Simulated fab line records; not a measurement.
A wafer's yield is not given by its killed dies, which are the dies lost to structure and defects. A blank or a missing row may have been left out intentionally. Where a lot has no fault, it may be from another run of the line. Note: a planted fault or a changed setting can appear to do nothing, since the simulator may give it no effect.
Matching of chambers -- flow n5 finfet -- rie si-03 running N5_FIN_SAQP_ETCH_65: 4 sister chambers
The step etches SiO2 in CF4, target depth 4 nm, time 4.4 s. 4 wafers are shown with their chamber, then 8 later ones without.

EACH WAFER AND ITS CHAMBER
wafer,chamber,throttle valve pct (%)
L085.4,0,21.69
L085.6,2,21.68
L089.6,1,21.84
L090.2,3,22.17

WAFERS WITH NO CHAMBER GIVEN
wafer,throttle valve pct (%)
L090.3,21.70
L090.4,21.68
L092.1,22.19
L092.2,21.83
L092.5,21.70
L093.2,21.82
L093.4,21.70
L093.5,22.18

CHAMBER TAKEN BY EACH
wafer,from the rows above,in truth
L090.3,can't be placed: 0 or 2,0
L090.4,can't be placed: 2 or 0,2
L092.1,3,3
L092.2,1,1
L092.5,can't be placed: 0 or 2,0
L093.2,1,1
L093.4,can't be placed: 0 or 2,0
L093.5,3,3
Correctly placed: 4 of 8. Cannot be placed on the basis of these rows: 4; the candidates contain the true chamber in 4. Placed wrongly: 0.
How it was worked out, from the rows above alone: a wafer's distance from a chamber is the root of the sum, over the readings, of the square of ((its reading less the chamber's mean) divided by the reading's scatter). The wafer belongs to the nearest chamber; if the next one is less than 2 further off, it can't be placed. A chamber's mean is the mean of its shown wafers. The scatter (one wafer shown for each chamber): square how far every hidden wafer sits from the nearest shown wafer, average those squares and take the square root.
